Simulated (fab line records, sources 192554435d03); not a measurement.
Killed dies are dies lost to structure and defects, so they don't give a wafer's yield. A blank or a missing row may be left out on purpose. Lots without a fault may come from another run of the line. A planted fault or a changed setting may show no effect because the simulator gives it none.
fab line records | flow n5_finfet
record lots=8 wafers=24 last_day=15
route steps=1938 shown BEOL_M3@948 BEOL_M4@1111 PASSIVATION@1936
lots that met no fault: from a run of the same line without faults
start_h: hours from the record's first day to the start of the lot's first wafer shown | wait_h: hours since the lot's step before | " the same as in the row above | L1.1+2: a row that stands for several wafers | - no value, or no start given | * or withheld: withheld | < > ~ a bound
route shown NAME@n: a module of which the file shows steps, and the number in the route of the first | usual: mean/standard deviation of fault-free wafers | same: alike in all rows | chamber/n: place in a boat | sites: the reading at each site | _std_site: their standard deviation | _edge_site: outer sites' mean less inner sites' | radius_mm: how far each site lies from the wafer's centre | mask NAME#n: copy n | behind: the tool/chamber that last shaped the wafer | hold: why the lot was held/for how many hours/how that ended | device: the transistor (n, p or np) that didn't switch | end of line: the same wafers' tests at the end of the route | a step without rows: its recipe alone | killed: dies lost to structure and defects at the first sort, not the wafer's yield | map: a wafer's dies, x killed, . not, _ none there
set.NAME: the setting as run; set.NAME@STEP: as run at that earlier step | model.NAME: the simulator's own value behind a step, which no gauge read
steps of the route over a sample of lots; a table a step, a row a wafer
services: from which hour (start_h, from the record's first day; less than 0 if before it) a tool's chamber was out of use, for how many hours, and why
## steps
# step N5_BEOL_M3_ETCH_74
# recipe chemistry=N2/H2 target=underlayer target_depth_a=65 mask_material=CAR-EUV time_s=5.2 ion_energy_ev=200 pressure_mtorr=30 source_w=840 bias_w=150 n2_flow_sccm=200 h2_flow_sccm=200 ends=cleared
# usual drypump_motor_current_A=5.9/0.38 etch_rf_on_time_s=5.18/0.1 oes_product_au=0.70/0.073 rf_vpp_V=525/3.2 showerhead_plenum_p_Torr=2.59/0.1 throttle_valve_pct=17.77/0.27
# columns lot.wafer tool chamber start_h wait_h drypump_motor_current_A etch_rf_on_time_s oes_product_au rf_hours_counter_h rf_vpp_V showerhead_plenum_p_Torr throttle_valve_pct
L662.2 rie_diel-02 2 160.99 0.0 6.2 5.21 0.63 181 521 2.43 18.23
L662.4 " 0 " " 6.0 5.16 0.71 66 527 2.69 17.50
L662.6 " 2 " " 6.2 5.23 0.64 - 520 2.43 18.22
L665.1 rie_diel-06 3 177.17 0.0 5.8 5.18 0.70 85 528 2.68 17.69
L665.2 " 1 " " 6.2 5.06 0.79 21 525 2.59 17.48
L665.6 " 2 " " 5.3 5.18 0.75 - 526 2.58 17.76
L668.1 rie_diel-02 1 188.77 0.0 6.2 5.25 0.64 154 527 2.65 17.56
L668.3 " 3 " " 5.6 5.02 0.83 12 528 2.71 17.64
L668.6 " 3 " " 5.6 4.99 0.83 - 529 2.71 17.63
L667.2 rie_diel-02 3 191.10 0.0 5.6 4.99 0.82 13 529 2.71 17.63
L667.3 " 0 " " 6.0 5.14 0.71 77 529 2.68 17.49
L667.4 " 2 " " 6.2 5.28 0.63 193 522 2.42 18.24
L670.2 rie_diel-02 2 205.88 0.0 6.2 5.23 0.63 197 520 2.42 18.25
L670.3 " 1 " " 6.2 5.19 0.64 159 524 2.65 17.53
L670.6 " 3 " " 5.6 5.03 0.81 - 530 2.71 17.62
L672.4 rie_diel-02 0 223.30 0.0 6.1 5.20 0.69 84 530 2.68 17.53
L672.5 " 3 " " 5.5 5.02 0.79 - 527 2.71 17.65
L672.6 " 0 " " 6.1 5.15 0.71 - 529 2.68 17.50
L673.3 rie_diel-06 2 223.46 0.0 5.3 5.20 0.74 50 527 2.57 17.78
L673.4 " 3 " " 5.8 5.20 0.70 94 526 2.68 17.71
L673.6 " 1 " " 6.1 5.17 0.77 - 526 2.58 17.47
L674.1 rie_diel-02 1 233.91 0.0 6.2 5.24 0.62 170 528 2.65 17.55
L674.4 " 0 " " 6.1 5.18 0.69 88 527 2.68 17.52
L674.6 " 3 " " 5.6 5.08 0.78 - 531 2.70 17.64
# step N5_BEOL_M3_HM_OPEN_17
# recipe chemistry=Cl2/BCl3 target_depth_a=200 overetch_a=60 target=TiN mask_material=SOC ion_energy_ev=150 pressure_mtorr=10 icp_w=1000 bias_w=126 Cl2_flow_sccm=53.25 bcl3_flow_sccm=21.75 Ar_flow_sccm=25
# usual drypump_motor_current_A=5.5/0.39 oes_product_au=0.66/0.052 throttle_valve_pct=22.2/0.34
# columns lot.wafer tool chamber start_h wait_h drypump_motor_current_A oes_product_au rf_hours_counter_h throttle_valve_pct
L662.2 rie_metal-01 1 161.21 0.0 6.1 0.69 27 22.5
L662.4 " 0 " " 5.3 0.63 - 22.0
L662.6 " 0 " " 5.3 0.62 - 22.0
L665.1 rie_metal-01 0 177.38 0.0 5.3 0.62 63 22.0
L665.2 " 1 " " 6.1 0.68 29 22.5
L665.6 " 1 " " 6.1 0.69 - 22.5
L668.1 rie_metal-01 0 188.98 0.0 5.3 0.62 65 22.0
L668.3 " 1 " " 6.1 0.68 - 22.5
L668.6 " 1 " " 6.1 0.68 - 22.5
L667.2 rie_metal-01 1 191.31 0.0 6.1 0.68 30 22.5
L667.3 " 1 " " 6.1 0.67 - 22.5
L667.4 " 0 " " 5.3 0.61 - 22.0
L670.2 rie_metal-03 1 206.10 0.0 5.6 0.76 14 22.3
L670.3 " 0 " " 4.9 0.57 - 22.7
L670.6 " 0 " " 4.9 0.57 - 22.7
L672.4 rie_metal-01 0 223.54 0.1 5.3 0.61 - 22.0
L672.5 " 0 " " 5.3 0.62 - 22.0
L672.6 " 1 " " 6.0 0.68 - 22.5
L673.3 rie_metal-03 1 223.71 0.1 5.6 0.76 - 22.4
L673.4 " 0 " " 4.9 0.56 - 22.8
L673.6 " 0 " " 4.9 0.56 - 22.8
L674.1 rie_metal-03 1 234.12 0.0 5.6 0.74 16 22.4
L674.4 " 1 " " 5.6 0.75 - 22.3
L674.6 " 0 " " 4.9 0.56 - 22.8
# step N5_BEOL_M3_CD_MEAS_28
# recipe target_cd_nm=25.7 landing_energy_ev=500 detector=se_inlens target_cd_y_nm=23.3 polarity=opening
# usual cd_nm=25.74/0.23
# columns lot.wafer tool chamber start_h wait_h cd_nm
L662.2 cd_sem-03 0 161.86 - 25.65
L662.4 " 0 " " 25.60
L662.6 " 0 " " 25.29
L665.1 cd_sem-02 0 177.88 - 25.88
L665.2 " 0 " " 25.58
L665.6 " 0 " " 26.07
L668.1 cd_sem-03 0 189.62 - 25.70
L668.3 " 0 " " 25.71
L668.6 " 0 " " 25.66
L667.2 cd_sem-03 0 191.81 - 25.65
L667.3 " 0 " " 25.47
L667.4 " 0 " " 25.88
L670.2 cd_sem-02 0 206.60 - 25.66
L670.3 " 0 " " 25.52
L670.6 " 0 " " 25.66
L672.4 cd_sem-03 0 224.02 - 25.64
L672.5 " 0 " " 25.14
L672.6 " 0 " " 25.57
L673.3 cd_sem-01 0 224.30 - 25.81
L673.4 " 0 " " 25.82
L673.6 " 0 " " 25.63
L674.1 cd_sem-02 0 234.75 - 25.71
L674.4 " 0 " " 26.02
L674.6 " 0 " " 26.19
# step N5_BEOL_M3_ETCHBACK_99
# recipe chemistry=CHF3 target=SiO2 target_depth_a=50 time_s=10.4 source_w=215 bias_w=47 Ar_flow_sccm=200 CHF3_flow_sccm=12 ion_energy_ev=100 pressure_mtorr=30
# usual drypump_motor_current_A=5.8/0.47 oes_product_au=0.81/0.087 rf_vpp_V=241.8/2.9 showerhead_plenum_p_Torr=2.16/0.077 throttle_valve_pct=17.06/0.21
# columns lot.wafer tool chamber start_h wait_h drypump_motor_current_A oes_product_au rf_hours_counter_h rf_vpp_V showerhead_plenum_p_Torr throttle_valve_pct
L662.2 rie_diel-03 1 167.94 5.6 6.0 0.74 161 241.7 2.24 17.29
L662.4 " 2 " " 5.3 0.76 141 240.4 2.07 17.11
L662.6 " 1 " " 5.9 0.74 - 240.9 2.24 17.28
L665.1 rie_diel-02 0 178.53 0.1 6.0 0.83 71 241.6 2.27 16.74
L665.2 " 3 " " 5.6 0.97 7 241.8 2.30 16.92
L665.6 " 1 " " 6.2 0.75 - 245.1 2.24 16.76
L668.1 rie_diel-02 1 190.52 0.3 6.2 0.74 155 244.7 2.24 16.78
L668.3 " 3 " " 5.6 0.94 13 241.8 2.30 16.91
L668.6 " 1 " " 6.2 0.74 - 244.7 2.24 16.78
L667.2 rie_diel-03 0 197.18 5.1 6.7 0.89 29 245.2 2.11 16.96
L667.3 " 2 " " 5.3 0.75 153 238.6 2.06 17.13
L667.4 " 3 " " 5.3 0.98 0 244.3 2.12 17.04
L670.2 rie_diel-06 2 207.58 0.5 5.2 0.87 46 245.8 2.19 16.98
L670.3 " 0 " " 5.9 0.66 244 235.7 2.12 17.27
L670.6 " 3 " " 5.8 0.82 - 237.1 2.26 16.78
L673.3 rie_diel-02 1 225.17 0.6 6.3 0.73 166 243.7 2.23 16.80
L673.4 " 1 " " 6.2 0.74 - 244.9 2.23 16.81
L673.6 " 3 " " 5.6 0.92 - 242.1 2.30 16.94
L672.4 rie_diel-03 0 229.67 5.3 6.7 0.86 38 243.5 2.11 16.97
L672.5 " 1 " " 6.0 0.72 - 240.8 2.23 17.32
L672.6 " 2 " " 5.3 0.75 - 240.1 2.06 17.17
L674.1 rie_diel-03 1 238.36 3.1 5.9 0.50 185 240.0 2.23 17.32
L674.4 " 2 " " 5.3 0.74 165 239.2 2.06 17.17
L674.6 " 2 " " 5.3 0.74 - 240.9 2.06 17.15
# step N5_BEOL_M3_ETCH_70
# recipe chemistry=N2/H2 target=SOC target_depth_a=800 overetch_a=160 mask_material=SiARC temp_c=40 time_s=120 ion_energy_ev=200 pressure_mtorr=30 source_w=840 bias_w=150 n2_flow_sccm=200 h2_flow_sccm=200
# usual drypump_motor_current_A=5.8/0.47 oes_product_au=0.62/0.061 rf_vpp_V=524.2/2.6 showerhead_plenum_p_Torr=2.55/0.09 temp_c=39.99/0.1 throttle_valve_pct=17.84/0.26
# columns lot.wafer tool chamber start_h wait_h drypump_motor_current_A oes_product_au rf_hours_counter_h rf_vpp_V showerhead_plenum_p_Torr temp_c throttle_valve_pct
L662.2 rie_diel-03 1 167.98 0.0 5.9 0.58 161 526.1 2.65 39.80 18.16
L662.4 " 2 " " 5.3 0.58 141 520.9 2.46 40.04 18.06
L662.6 " 1 " " 5.9 0.57 - 528.7 2.65 39.96 18.17
L665.1 rie_diel-02 0 178.57 0.0 6.0 0.64 71 527.2 2.68 39.82 17.44
L665.2 " 3 " " 5.6 0.72 7 527.5 2.71 40.04 17.57
L665.6 " 1 " " 6.2 0.57 - 528.1 2.66 40.12 17.48
L668.1 rie_diel-02 1 190.55 0.0 6.2 0.57 155 527.5 2.65 39.99 17.50
L668.3 " 3 " " 5.6 0.71 13 527.6 2.71 40.07 17.57
L668.6 " 1 " " 6.3 0.56 - 527.4 2.65 39.91 17.50
L667.2 rie_diel-03 0 197.22 0.0 6.6 0.67 29 521.1 2.49 39.99 17.72
L667.3 " 2 " " 5.3 0.57 153 522.1 2.45 40.11 18.07
L667.4 " 3 " " 5.4 0.74 1 523.1 2.50 39.93 17.71
L670.2 rie_diel-06 2 207.62 0.0 5.2 0.67 46 526.3 2.58 40.00 17.73
L670.3 " 0 " " 6.0 0.51 244 522.2 2.50 39.67 18.02
L670.6 " 3 " " 5.8 0.63 - 529.1 2.68 39.73 17.65
L673.3 rie_diel-02 1 225.21 0.0 6.2 0.57 166 525.6 2.65 39.91 17.50
L673.4 " 1 " " 6.3 0.56 - 526.1 2.65 40.13 17.51
L673.6 " 3 " " 5.6 0.70 - 528.3 2.71 39.99 17.59
L672.4 rie_diel-03 0 229.70 0.0 6.6 0.65 38 520.6 2.49 39.98 17.74
L672.5 " 1 " " 5.9 0.56 - 525.9 2.64 39.86 18.20
L672.6 " 2 " " 5.3 0.57 - 521.8 2.45 39.97 18.12
L674.1 rie_diel-03 1 238.40 0.0 5.9 0.42 185 527.3 2.64 39.91 18.20
L674.4 " 2 " " 5.3 0.57 165 521.9 2.45 39.97 18.09
L674.6 " 2 " " 5.3 0.57 - 520.6 2.45 40.00 18.10
# step N5_BEOL_M3_OCD_MEAS_38
# usual trench_depth_nm=55.6/1.1
# columns lot.wafer tool chamber start_h wait_h trench_depth_nm
L662.2 ocd-01 - 168.34 - 55.0
L662.4 " - " " 54.3
L662.6 " - " " 55.0
L665.1 ocd-01 - 178.92 - 55.2
L665.2 " - " " 57.6
L665.6 " - " " 56.2
L668.1 ocd-02 - 190.91 - 56.3
L668.3 " - " " 58.6
L668.6 " - " " 55.9
L667.2 ocd-02 - 197.57 - 56.7
L667.3 " - " " 55.0
L667.4 " - " " 57.4
L670.2 ocd-01 - 207.97 - 54.4
L670.3 " - " " 54.8
L670.6 " - " " 54.6
L673.3 ocd-01 - 225.56 - 55.6
L673.4 " - " " 55.6
L673.6 " - " " 57.5
L672.4 ocd-02 - 230.06 - 55.7
L672.5 " - " " 54.9
L672.6 " - " " 54.5
L674.1 ocd-01 - 238.75 - 28.8
L674.4 " - " " 55.5
L674.6 " - " " 54.7
# step N5_BEOL_M4_RC_MEAS_101
# usual CHAIN_V2_max_site=242/7.3 DIBL_N=36.3/1.2 DIBL_P=36.1/1.6 IOFF_N=0.161/0.023 IOFF_P=0.209/0.027 ION_N=676/8.9 ION_P=462/5.3 SS_N=71.5/0.51 SS_P=73.2/0.5 VT_N=249.1/2.5 VT_P=-249.9/2.8
# columns lot.wafer tool chamber start_h wait_h CHAIN_V2_max_site[ohm/link] DIBL_N[mV/V] DIBL_P[mV/V] IOFF_N[nA/um] IOFF_P[nA/um] ION_N[uA/um] ION_P[uA/um] SS_N[mV/dec] SS_P[mV/dec] VT_N[mV] VT_P[mV]
L662.2 prober-01 0 180.05 0.2 245 36.8 35.5 0.161 0.221 675 463 71.3 73.0 250.1 -248.8
L662.4 " 0 " " 238 37.7 35.8 0.174 0.220 674 466 71.2 73.1 250.3 -249.0
L662.6 " 0 " " 261 36.8 34.7 0.162 0.213 664 460 71.5 73.5 248.5 -247.3
L665.1 prober-02 0 196.58 0.0 239 37.6 36.7 0.184 0.262 682 471 71.5 73.2 245.7 -246.9
L665.2 " 0 " " 243 36.4 36.1 0.168 0.241 686 468 71.5 73.4 247.2 -244.0
L665.6 " 0 " " 240 37.9 37.3 0.192 0.272 678 465 71.8 73.4 248.0 -243.8
L668.1 prober-02 0 206.31 0.0 229 36.9 34.3 0.153 0.203 670 467 71.5 73.2 249.4 -248.5
L668.3 " 0 " " 237 37.7 35.4 0.170 0.221 667 462 71.7 72.8 247.7 -248.0
L668.6 " 0 " " 242 36.9 34.6 0.166 0.202 674 459 71.5 72.8 250.3 -252.3
L667.2 prober-01 0 211.89 0.2 242 34.3 34.7 0.129 0.158 664 450 71.2 73.6 252.9 -256.2
L667.3 " 0 " " 249 35.1 35.5 0.140 0.175 679 461 71.3 73.3 248.6 -252.5
L667.4 " 0 " " 241 35.0 35.4 0.140 0.171 663 454 71.4 73.3 249.8 -253.8
L670.2 prober-01 0 226.46 0.2 243 36.6 36.6 0.164 0.206 684 463 71.7 72.9 246.6 -249.0
L670.3 " 0 " " 244 36.6 37.1 0.165 0.209 687 465 71.4 73.7 249.3 -247.0
L670.6 " 0 " " 235 36.2 36.4 0.150 0.196 673 457 70.7 73.0 248.3 -250.7
L673.3 prober-02 0 241.71 0.3 248 38.5 37.1 0.182 0.229 678 466 72.4 73.8 249.7 -249.3
L673.4 " 0 " " 238 38.4 37.0 0.186 0.229 671 459 72.5 73.3 249.1 -247.8
L673.6 " 0 " " 241 36.0 35.3 0.138 0.193 658 455 71.4 73.3 255.3 -251.9
L672.4 prober-02 0 246.78 0.5 246 36.9 36.3 0.165 0.255 678 471 71.0 72.7 247.4 -244.3
L672.5 " 0 " " 240 35.8 35.2 0.153 0.231 678 470 71.1 72.7 244.7 -244.4
L672.6 " 0 " " 241 36.5 35.7 0.152 0.236 671 467 71.5 73.2 248.8 -244.2
L674.1 prober-02 0 255.24 0.0 ~571 36.4 35.7 0.165 0.181 666 457 72.0 73.6 247.4 -253.8
L674.4 " 0 " " 240 37.0 36.8 0.178 0.193 674 456 71.8 74.2 249.3 -253.1
L674.6 " 0 " " 242 35.9 36.1 0.161 0.187 671 455 70.9 73.5 249.5 -253.2
# step N5_PASSIVATION_PROBE_49
# usual defect_limited_yield=91.3/1.5 killed_at_M0_to_M3=35/10 killed_at_M4_up=13/5.3 killed_at_contacts=12/5.7 killed_at_front_end=39/11 killed_at_other=3.3/2.7 killed_dies=102/18 killed_on_rim=13/4 killed_open=67/13 killed_short=34/7.8 sort_bin_5_function=5.1/1 sort_bin_6_memory=3.3/0.68 sort_n_pass=1078/18 sort_yield_pct=91.3/1.5
# same gross_dies=1180 killed_at_back_side=0 sort_bin_4_leakage[%]=0 sort_bin_8_speed[%]=0
# columns lot.wafer tool chamber start_h wait_h defect_limited_yield[%] killed_at_M0_to_M3 killed_at_M4_up killed_at_contacts killed_at_front_end killed_at_other killed_dies killed_on_rim killed_open killed_short sort_bin_5_function[%] sort_bin_6_memory[%] sort_n_pass sort_yield_pct[%]
L662.2 prober-01 - 279.59 0.5 89.1 39 15 22 51 2 129 17 87 40 6.5 4.3 1051 89.1
L662.4 prober-01 - 279.69 0.6 89.9 41 8 22 44 4 119 15 78 40 5.7 4.4 1061 89.9
L662.6 prober-01 - 279.79 0.7 90.2 28 19 9 55 5 116 11 82 32 5.8 3.3 1064 90.2
L665.1 prober-01 - 290.76 0.0 92.6 23 17 9 32 6 87 10 53 32 4.9 2.1 1093 92.6
L665.2 prober-01 - 290.81 0.1 91.9 34 15 18 24 4 95 13 62 32 4.0 3.9 1085 91.9
L665.6 prober-01 - 291.01 0.3 90.8 28 16 20 38 6 108 18 68 37 5.4 3.3 1072 90.8
L668.1 prober-01 - 306.99 0.0 92.9 34 4 6 37 3 84 9 54 29 4.2 2.8 1096 92.9
L668.3 prober-01 - 307.09 0.1 91.8 40 9 15 32 1 97 8 69 27 4.9 3.1 1083 91.8
L668.6 prober-01 - 307.24 0.3 92.5 35 5 4 40 4 88 13 56 32 3.7 3.6 1092 92.5
L667.2 prober-01 - 309.01 0.1 90.2 29 21 21 43 2 116 21 88 28 6.0 3.3 1064 90.2
L667.3 prober-01 - 309.06 0.1 90.8 19 13 24 47 5 108 13 75 32 4.5 4.3 1072 90.8
L667.4 prober-01 - 309.11 0.2 91.8 16 16 18 45 2 97 9 71 25 4.2 4.0 1083 91.8
L670.2 prober-02 - 334.05 0.1 91.9 46 9 9 30 2 96 12 59 36 5.1 2.9 1084 91.9
L670.3 prober-02 - 334.10 0.1 90.5 37 15 16 41 3 112 17 64 48 5.8 3.4 1068 90.5
L670.6 prober-02 - 334.25 0.3 90.0 45 16 9 42 6 118 23 75 41 5.3 4.4 1062 90.0
L673.3 prober-02 - 341.74 0.8 88.4 37 31 11 55 3 137 20 85 49 7.3 4.0 1043 88.4
L673.4 prober-02 - 341.79 0.8 89.7 43 17 16 44 2 122 20 81 40 5.9 3.8 1058 89.7
L673.6 prober-02 - 341.89 0.9 90.7 40 18 7 43 2 110 14 78 32 5.8 3.1 1070 90.7
L672.4 prober-02 - 352.42 0.2 92.8 37 10 9 23 6 85 14 54 31 4.2 2.6 1095 92.8
L672.5 prober-02 - 352.47 0.2 92.9 27 12 15 25 5 84 9 58 25 3.5 3.5 1096 92.9
L672.6 prober-02 - 352.52 0.3 94.1 18 9 6 35 2 70 3 44 26 3.2 2.6 1110 94.1
L674.1 prober-02 - 358.78 0.3 50.7 532 14 7 26 3 582 139 52 34 47.5 1.7 598 50.7
L674.4 prober-02 - 358.93 0.5 90.3 30 17 21 43 3 114 12 61 53 5.3 3.8 1066 90.3
L674.6 prober-02 - 359.03 0.6 92.0 39 15 10 26 4 94 15 60 34 4.9 2.5 1086 92.0
# killed by level:class
L662.2 FIN_SAQP:geometric_particle:short=19 MOL_CONTACT_COAG:geometric_particle:open=19 STI_FIN_REVEAL:geometric_particle:open=14 BEOL_M0_SAQP:geometric_particle:open=11 BEOL_M1:geometric_particle:open=10 BEOL_M4:geometric_particle:open=7 BEOL_M0_SAQP:geometric_particle:short=5 BEOL_M3:geometric_particle:open=5
L662.4 MOL_CONTACT_COAG:geometric_particle:open=20 BEOL_M0_SAQP:geometric_particle:short=14 BEOL_M0_SAQP:geometric_particle:open=14 STI_FIN_REVEAL:geometric_particle:open=13 DUMMY_GATE:geometric_particle:open=6 STI_FIN_REVEAL:geometric_particle:short=5 GATE_CUT:geometric_particle:open=4 BEOL_M1:geometric_particle:open=4
L662.6 STI_FIN_REVEAL:geometric_particle:open=18 FIN_SAQP:geometric_particle:open=8 BEOL_M4:geometric_particle:open=8 MOL_CONTACT_COAG:geometric_particle:open=7 BEOL_M3:geometric_particle:open=7 FIN_SAQP:geometric_particle:short=6 DUMMY_GATE:geometric_particle:open=6 GATE_CUT:geometric_particle:short=5
L665.1 FIN_SAQP:geometric_particle:short=8 FIN_SAQP:geometric_particle:open=7 MOL_CONTACT_COAG:geometric_particle:open=6 BEOL_M1:geometric_particle:open=6 BEOL_M0_SAQP:geometric_particle:open=5 STARTING-WAFER:geometric_particle:short=4 GATE_CUT:geometric_particle:short=4 DUMMY_GATE:geometric_particle:open=3
L665.2 MOL_CONTACT_COAG:geometric_particle:open=11 BEOL_M1:geometric_particle:open=10 MOL_CONTACT_COAG:geometric_particle:short=7 BEOL_M0_SAQP:geometric_particle:open=7 FIN_SAQP:geometric_particle:short=6 BEOL_M4:geometric_particle:open=6 BEOL_M3:geometric_particle:open=5 STARTING-WAFER:geometric_particle:open=5
L665.6 FIN_SAQP:geometric_particle:open=13 MOL_CONTACT_COAG:geometric_particle:open=10 MOL_CONTACT_COAG:geometric_particle:short=10 STI_FIN_REVEAL:geometric_particle:open=7 FIN_SAQP:geometric_particle:short=6 BEOL_M1:geometric_particle:open=6 BEOL_M2:geometric_particle:open=6 BEOL_M0:geometric_particle:short=5
L668.1 BEOL_M2:geometric_particle:open=14 DUMMY_GATE:geometric_particle:open=7 FIN_SAQP:geometric_particle:open=6 FIN_SAQP:geometric_particle:short=5 MOL_CONTACT_COAG:geometric_particle:open=5 BEOL_M0_SAQP:geometric_particle:open=5 BEOL_M1:geometric_particle:open=5 SPACER0:geometric_particle:open=4
L668.3 MOL_CONTACT_COAG:geometric_particle:open=13 BEOL_M0_SAQP:geometric_particle:short=12 BEOL_M0_SAQP:geometric_particle:open=10 BEOL_M2:geometric_particle:open=9 FIN_SAQP:geometric_particle:open=7 BEOL_M1:geometric_particle:open=5 BEOL_M4:geometric_particle:open=5 STI_FIN_REVEAL:geometric_particle:open=4
L668.6 STI_FIN_REVEAL:geometric_particle:open=11 BEOL_M2:geometric_particle:open=11 FIN_SAQP:geometric_particle:open=9 BEOL_M0_SAQP:geometric_particle:short=9 BEOL_M0_SAQP:geometric_particle:open=7 DUMMY_GATE:geometric_particle:open=5 STARTING-WAFER:geometric_particle:short=4 STI_FIN_REVEAL:geometric_particle:short=3
L667.2 MOL_CONTACT_COAG:geometric_particle:open=16 FIN_SAQP:geometric_particle:open=14 BEOL_M2:geometric_particle:open=12 BEOL_M4:geometric_particle:open=11 DUMMY_GATE:geometric_particle:open=7 BEOL_M0_SAQP:geometric_particle:short=7 BEOL_M0_SAQP:geometric_particle:open=6 GATE_CUT:geometric_particle:open=5
L667.3 MOL_CONTACT_COAG:geometric_particle:open=21 FIN_SAQP:geometric_particle:open=16 FIN_SAQP:geometric_particle:short=9 STI_FIN_REVEAL:geometric_particle:open=7 BEOL_M0_SAQP:geometric_particle:open=5 BEOL_M4:geometric_particle:short=5 BEOL_M4:geometric_particle:open=4 BEOL_M0_SAQP:geometric_particle:short=4
L667.4 FIN_SAQP:geometric_particle:open=15 MOL_CONTACT_COAG:geometric_particle:open=14 STI_FIN_REVEAL:geometric_particle:open=7 BEOL_M4:geometric_particle:open=7 BEOL_M0_SAQP:geometric_particle:open=6 DUMMY_GATE:geometric_particle:open=5 BEOL_M4:geometric_particle:short=5 GATE_CUT:geometric_particle:open=4
L670.2 BEOL_M0_SAQP:geometric_particle:short=18 STI_FIN_REVEAL:geometric_particle:open=10 BEOL_M0:geometric_particle:open=10 BEOL_M0_SAQP:geometric_particle:open=7 FIN_SAQP:geometric_particle:short=5 MOL_CONTACT_COAG:geometric_particle:open=5 FIN_SAQP:geometric_particle:open=4 MOL_CONTACT_COAG:geometric_particle:short=4
L670.3 BEOL_M0_SAQP:geometric_particle:short=17 MOL_CONTACT_COAG:geometric_particle:open=14 FIN_SAQP:geometric_particle:short=10 BEOL_M0_SAQP:geometric_particle:open=7 STARTING-WAFER:geometric_particle:open=7 FIN_SAQP:geometric_particle:open=5 STI_FIN_REVEAL:geometric_particle:open=5 BEOL_M4:geometric_particle:open=5
L670.6 STI_FIN_REVEAL:geometric_particle:open=13 BEOL_M0_SAQP:geometric_particle:short=12 BEOL_M0:geometric_particle:open=10 FIN_SAQP:geometric_particle:open=8 FIN_SAQP:geometric_particle:short=7 MOL_CONTACT_COAG:geometric_particle:open=7 BEOL_M0_SAQP:geometric_particle:open=7 BEOL_M5:geometric_particle:open=5
L673.3 STI_FIN_REVEAL:geometric_particle:open=17 BEOL_M4:geometric_particle:open=14 BEOL_M0_SAQP:geometric_particle:short=13 BEOL_M0_SAQP:geometric_particle:open=10 MOL_CONTACT_COAG:geometric_particle:open=7 BEOL_M4:geometric_particle:short=7 STI_FIN_REVEAL:geometric_particle:short=6 FIN_SAQP:geometric_particle:open=5
L673.4 MOL_CONTACT_COAG:geometric_particle:open=13 FIN_SAQP:geometric_particle:open=11 FIN_SAQP:geometric_particle:short=10 BEOL_M3:geometric_particle:open=10 BEOL_M4:geometric_particle:open=10 STI_FIN_REVEAL:geometric_particle:open=8 BEOL_M0_SAQP:geometric_particle:open=6 BEOL_M0:geometric_particle:open=5
L673.6 STI_FIN_REVEAL:geometric_particle:open=12 BEOL_M1:geometric_particle:open=10 BEOL_M4:geometric_particle:open=10 BEOL_M3:geometric_particle:open=8 FIN_SAQP:geometric_particle:short=6 FIN_SAQP:geometric_particle:open=6 BEOL_M0_SAQP:geometric_particle:short=6 BEOL_M0_SAQP:geometric_particle:open=6
L672.4 BEOL_M0_SAQP:geometric_particle:short=10 BEOL_M2:geometric_particle:open=10 BEOL_M0_SAQP:geometric_particle:open=6 MOL_CONTACT_COAG:geometric_particle:open=5 FIN_SAQP:geometric_particle:open=4 STI_FIN_REVEAL:geometric_particle:open=4 GATE_CUT:geometric_particle:short=4 MOL_CONTACT_COAG:geometric_particle:short=4
L672.5 MOL_CONTACT_COAG:geometric_particle:open=11 BEOL_M2:geometric_particle:open=9 BEOL_M0_SAQP:geometric_particle:open=7 STI_FIN_REVEAL:geometric_particle:open=5 DUMMY_GATE:geometric_particle:open=5 BEOL_M4:geometric_particle:open=5 GATE_CUT:geometric_particle:short=5 BEOL_M0_SAQP:geometric_particle:short=5
L672.6 FIN_SAQP:geometric_particle:open=9 FIN_SAQP:geometric_particle:short=6 STARTING-WAFER:geometric_particle:short=5 BEOL_M1:geometric_particle:open=5 MOL_CONTACT_COAG:geometric_particle:open=4 BEOL_M4:geometric_particle:open=4 GATE_CUT:geometric_particle:short=3 GATE_CUT:geometric_particle:open=3
L674.1 BEOL_M3:area_etchback=496 FIN_SAQP:geometric_particle:short=9 BEOL_M0:geometric_particle:open=9 BEOL_M0_SAQP:geometric_particle:open=6 MOL_CONTACT_COAG:geometric_particle:open=5 BEOL_M0_SAQP:geometric_particle:short=5 BEOL_M4:geometric_particle:open=5 BEOL_M1:geometric_particle:short=4
L674.4 MOL_CONTACT_COAG:geometric_particle:open=16 FIN_SAQP:geometric_particle:short=10 BEOL_M4:geometric_particle:open=9 STI_FIN_REVEAL:geometric_particle:open=8 GATE_CUT:geometric_particle:short=8 BEOL_M0:geometric_particle:open=6 FIN_SAQP:geometric_particle:open=5 MOL_CONTACT_COAG:geometric_particle:short=5
L674.6 BEOL_M4:geometric_particle:open=13 BEOL_M0_SAQP:geometric_particle:open=13 BEOL_M0_SAQP:geometric_particle:short=12 MOL_CONTACT_COAG:geometric_particle:open=9 FIN_SAQP:geometric_particle:short=6 FIN_SAQP:geometric_particle:open=5 BEOL_M1:geometric_particle:open=5 GATE_CUT:geometric_particle:short=3
## services
# columns tool chamber start_h hours kind
rie_diel-02 3 153.75 1.5 repair
rie_diel-03 3 164.52 1.7 repair
rie_metal-03 - 166.18 2.2 repair
rie_diel-06 - 179.18 14.6 pm
rie_diel-03 3 179.37 - clean
rie_diel-03 3 179.37 - consumable_replace:focus_ring
rie_diel-03 3 179.37 16.3 scheduled_down
rie_diel-03 3 179.37 16.3 vent_cycle
rie_diel-02 0 201.01 9.1 repair
rie_diel-02 2 223.76 6.1 repair
rie_diel-06 0 229.98 - clean
rie_diel-06 0 229.98 - consumable_replace:focus_ring
rie_diel-06 0 229.98 14.3 scheduled_down
rie_diel-06 0 229.98 14.3 vent_cycle
rie_diel-02 2 237.18 4.4 repair
## key
first_sign step=N5_BEOL_M3_ETCHBACK_99 reading=oes_product_au direction=down sigmas=3.6 usual=0.81 struck=0.50
effect step=N5_BEOL_M3_ETCH_70 reading=oes_product_au direction=down sigmas=3.3 usual=0.62 struck=0.42
effect step=N5_BEOL_M3_OCD_MEAS_38 reading=trench_depth_nm direction=down sigmas=25 usual=55.6 struck=28.8
effect step=N5_BEOL_M4_RC_MEAS_101 reading=CHAIN_V2_max_site direction=up sigmas=45 usual=242 struck=~571
effect step=N5_PASSIVATION_PROBE_49 reading=killed_at_M0_to_M3 direction=up sigmas=48 usual=35 struck=532
more_kills_born_at N5_BEOL_M3_ETCHBACK_99@rie_diel-03=496
met_at N5_BEOL_M3_ETCHBACK_99
struck_lots L674
struck_wafers L674.1
not_acting_at N5_BEOL_M3_ETCH_74,N5_BEOL_M3_HM_OPEN_17,N5_BEOL_M3_CD_MEAS_28
onset_between 229.67 238.36
fault kind=process_parameter_drift tool=rie_diel-03 chamber=- onset_h=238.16 steps=N5_BEOL_M3_ETCHBACK_99 channel=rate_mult offset=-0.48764 shape=step end_h=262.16 scope=struck_wafers_only
